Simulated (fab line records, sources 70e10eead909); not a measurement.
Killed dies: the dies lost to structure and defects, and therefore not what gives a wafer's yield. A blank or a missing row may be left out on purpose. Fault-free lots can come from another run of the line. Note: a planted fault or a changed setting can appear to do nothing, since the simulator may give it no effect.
Struck lot and sound lot, side by side || flow nandHarc || 44 out of 1159 route steps
Sound: these wafers, L601.1, L601.2, L601.6. Wafers L609.1, L609.3, L609.4 were the ones struck. The cause is given at the end.
For every step that has rows: the tool of each side, followed by ch and its chambers, followed by its first start. Under that, the readings that differ: sound wafers || struck wafers || difference of the means || sigmas: that difference in standard deviations of wafers without a fault.
alike: same words and numbers on both sides, and readings whose means sit less than 2 such deviations apart. not compared: any withheld reading, any reading some wafer has no value for, any bound like >300 that may hide the same value, and any number with overlapping values for which the record gives no deviation.
Wherever a step has rows on one side only, a row that says differs or no value, or a row with sigmas, the two part there. When numbers do not overlap yet have no deviation, they are printed without sigmas and do not part them. A reading missing from all wafers of one side parts the sides only when that side holds two or more wafers.

first, 7 steps without rows for these wafers: NHARC_P_ZERO_WELL_COAT_64 (time 65 s); NHARC_P_ZERO_WELL_COAT_05 (resist thk 600 nm); NHARC_P_ZERO_WELL_SOFTBAKE_06 (time 70 s); NHARC_P_ZERO_WELL_EBR_07; NHARC_P_ZERO_WELL_EXPOSE_08 (exposes mask P ZERO, target cd 500 nm); NHARC_P_ZERO_WELL_PEB_09 (peb time 80 s); NHARC_P_ZERO_WELL_DEVELOP_10 (time 50 s).
NHARC_P_ZERO_WELL_CD_MEAS_11 targets a cd of 500 nm.
  sound on cdSem-02 ch 0, day 2 19:14; struck on cdSem-01 ch 0, day 4 19:07
  alike: cdNm
then, 1 step without rows for these wafers: NHARC_P_ZERO_WELL_HARDBAKE_12 (time 65 s).
NHARC_P_ZERO_WELL_DESCUM_13: chemistry O2, time 3 s.
  sound on rieDiel-10 ch 1,2, day 2 19:23; struck on rieDiel-10 ch 0,1,2, day 4 19:16
  alike: drypumpMotorCurrentA, oesProductAu, rfVppV, showerheadPlenumPTorr, throttleValvePct
  not compared: rfHoursCounterH
NHARC_P_ZERO_WELL_ETCH_65: etches the open film in N2/H2, target depth 80 nm, overetch 24 nm, time 87.88 s.
  sound on rieDiel-10 ch 0,1,3, day 2 19:28; struck on rieDiel-10 ch 0,1,2, day 4 19:21
  alike: drypumpMotorCurrentA, oesProductAu, rfVppV, showerheadPlenumPTorr, throttleValvePct
  not compared: rfHoursCounterH
NHARC_P_ZERO_WELL_ETCH_62: etches the open film in CHF3/Ar, target depth 13 nm, time 6.5 s.
  sound: rieDiel-10 ch 0,3; struck: rieDiel-10 ch 1,2,3
  alike: drypumpMotorCurrentA, oesProductAu, rfVppV, showerheadPlenumPTorr, throttleValvePct
  not compared: rfHoursCounterH
NHARC_P_ZERO_WELL_ETCH_63: etches the open film in HBr/Cl2, target depth 120 nm, time 40.1 s.
  sound on rieSi-05 ch 1,3, day 2 19:40; struck on rieSi-01 ch 0,2,3, day 4 19:33
{"reading": "oesProductAu (a.u.)", "sound": "0.991 1.002 0.974", "struck": "1.268 1.284 1.271", "difference": "+0.285", "sigmas": "+29"}
  alike: drypumpMotorCurrentA, throttleValvePct
  not compared: rfHoursCounterH
then, 9 steps without rows for these wafers: NHARC_P_ZERO_WELL_STRIP_15 (strips in SPM, time 900 s); NHARC_P_ZERO_WELL_DEHYDRATE_16 (time 120 s); NHARC_P_ZERO_WELL_HMDS_17 (time 30 s); NHARC_P_ZERO_WELL_COAT_18; NHARC_P_ZERO_WELL_SOFTBAKE_19 (time 95 s); NHARC_P_ZERO_WELL_EBR_20; NHARC_P_ZERO_WELL_EXPOSE_21 (exposes mask P NWELL, target cd 720 nm); NHARC_P_ZERO_WELL_PEB_22 (peb time 85 s); NHARC_P_ZERO_WELL_DEVELOP_23 (time 70 s).
NHARC_P_ZERO_WELL_CD_MEAS_24 targets a cd of 720 nm.
  sound on cdSem-02 ch 0, day 2 20:37; struck on cdSem-01 ch 0, day 4 20:29
  alike: cdNm
then, 1 step without rows for these wafers: NHARC_P_ZERO_WELL_HARDBAKE_25 (time 80 s).
NHARC_P_ZERO_WELL_DESCUM_26: chemistry O2, time 3 s.
  sound on rieDiel-10 ch 2,3, day 2 20:47; struck on rieDiel-03 ch 0,1,2, day 4 20:39
  alike: drypumpMotorCurrentA, oesProductAu, rfVppV, showerheadPlenumPTorr, throttleValvePct
  not compared: rfHoursCounterH
then, 12 steps without rows for these wafers: NHARC_P_ZERO_WELL_IMPLANT_27; NHARC_P_ZERO_WELL_IMPLANT_57; NHARC_P_ZERO_WELL_IMPLANT_58; NHARC_P_ZERO_WELL_STRIP_28 (strips in SPM, time 840 s); NHARC_P_ZERO_WELL_DEHYDRATE_29 (time 120 s); NHARC_P_ZERO_WELL_HMDS_30 (time 30 s); NHARC_P_ZERO_WELL_COAT_31; NHARC_P_ZERO_WELL_SOFTBAKE_32 (time 95 s); NHARC_P_ZERO_WELL_EBR_33; NHARC_P_ZERO_WELL_EXPOSE_34 (exposes mask P PWELL, target cd 720 nm); NHARC_P_ZERO_WELL_PEB_35 (peb time 85 s); NHARC_P_ZERO_WELL_DEVELOP_36 (time 70 s).
NHARC_P_ZERO_WELL_CD_MEAS_37 targets a cd of 720 nm.
  sound on cdSem-03 ch 0, day 2 22:18; struck on cdSem-01 ch 0, day 4 22:07
  alike: cdNm
then, 1 step without rows for these wafers: NHARC_P_ZERO_WELL_HARDBAKE_38 (time 80 s).
NHARC_P_ZERO_WELL_DESCUM_39: chemistry O2, time 3 s.
  sound on rieDiel-10 ch 1,2, day 2 22:28; struck on rieDiel-10 ch 1,2,3, day 4 22:16
  alike: drypumpMotorCurrentA, oesProductAu, rfVppV, showerheadPlenumPTorr, throttleValvePct
  not compared: rfHoursCounterH
then, 2 steps without rows for these wafers: NHARC_P_ZERO_WELL_IMPLANT_40; NHARC_P_ZERO_WELL_IMPLANT_59.
-- the record jumps here: 4 days lie between the struck wafers' starts before and after (it left off in module P_ZERO_WELL and takes up again in module P_M0, whose first step shown is number 266 of the route) --
NHARC_P_M0_DESCUM_14: chemistry O2, time 3 s.
  sound on rieDiel-10 ch 0,1,2, day 7 01:13; struck on rieDiel-10 ch 0,1,2, day 9 02:58
{"reading": "model.P_M0.cdNm (nm)", "sound": "89.98 89.81 89.89", "struck": "90.62 90.35 90.88", "difference": "+0.72", "sigmas": ""}
  alike: drypumpMotorCurrentA, oesProductAu, rfVppV, showerheadPlenumPTorr, throttleValvePct
  not compared: rfHoursCounterH
NHARC_P_M0_ETCH_15: etches the open film in C4F8/Ar, target depth 150 nm, overetch 15 nm, time 82.5 s.
  sound: rieDiel-10 ch 1,2,3; struck: rieDiel-10 ch 0,1,2
{"reading": "model.P_M0.cdNm (nm)", "sound": "89.34 89.17 89.62", "struck": "90.73 90.59 90.99", "difference": "+1.39", "sigmas": ""}
  alike: oesProductAu, rfVppV
  not compared: rfHoursCounterH

## WHERE THEY PART
At NHARC_P_ZERO_WELL_ETCH_63 and nowhere else, as far as this record goes. Later steps at which nothing parts them and some readings are alike: NHARC_P_ZERO_WELL_CD_MEAS_24, NHARC_P_ZERO_WELL_DESCUM_26, NHARC_P_ZERO_WELL_CD_MEAS_37, NHARC_P_ZERO_WELL_DESCUM_39, NHARC_P_M0_DESCUM_14, NHARC_P_M0_ETCH_15.

WHY: what the simulator had put in
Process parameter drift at NHARC_P_ZERO_WELL_ETCH_63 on rieSi-01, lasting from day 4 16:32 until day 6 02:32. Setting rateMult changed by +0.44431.
